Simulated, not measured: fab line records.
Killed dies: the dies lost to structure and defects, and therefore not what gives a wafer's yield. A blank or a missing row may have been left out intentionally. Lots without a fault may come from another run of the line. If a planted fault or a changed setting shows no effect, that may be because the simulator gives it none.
Chamber matching	flow nand-harc	NHARC_P_M0_DEP_32 on pecvd-03: 3 sister chambers
The step deposits SiCN, target thk 30 nm. 3 wafers are shown with their chamber, then 7 later ones without.

== WAFERS PAIRED WITH THEIR CHAMBERS ==
wafer	chamber	heater-power-w (W)
L080.6	1	565
L082.1	2	698
L082.2	0	431

== WAFERS MISSING THEIR CHAMBER ==
wafer	heater-power-w (W)
L082.3	537
L084.3	647
L084.4	647
L084.6	485
L095.1	640
L095.2	461
L095.3	684

== CHAMBER TAKEN BY EACH ==
wafer	from the rows above	in truth
L082.3	can't be placed: 1 or 0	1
L084.3	can't be placed: 2 or 1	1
L084.4	can't be placed: 2 or 1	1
L084.6	can't be placed: 0 or 1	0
L095.1	can't be placed: 2 or 1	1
L095.2	can't be placed: 0 or 1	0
L095.3	2	2
Correctly placed: 1 of 7. Not placeable from these rows: 6 (in 6, the candidates include the true chamber). 0 placed wrongly.
How it was worked out, from the rows above alone: a wafer's distance from a chamber is the root of the sum, over the readings, of the square of ((its reading less the chamber's mean) divided by the reading's scatter). If the next closest chamber is less than 2 further off than the closest, the wafer can't be placed; otherwise it belongs to the closest. For every chamber, the mean is computed from those of its wafers that are shown. The scatter (one wafer shown for each chamber): square how far every hidden wafer sits from the nearest shown wafer, average those squares and take the square root.
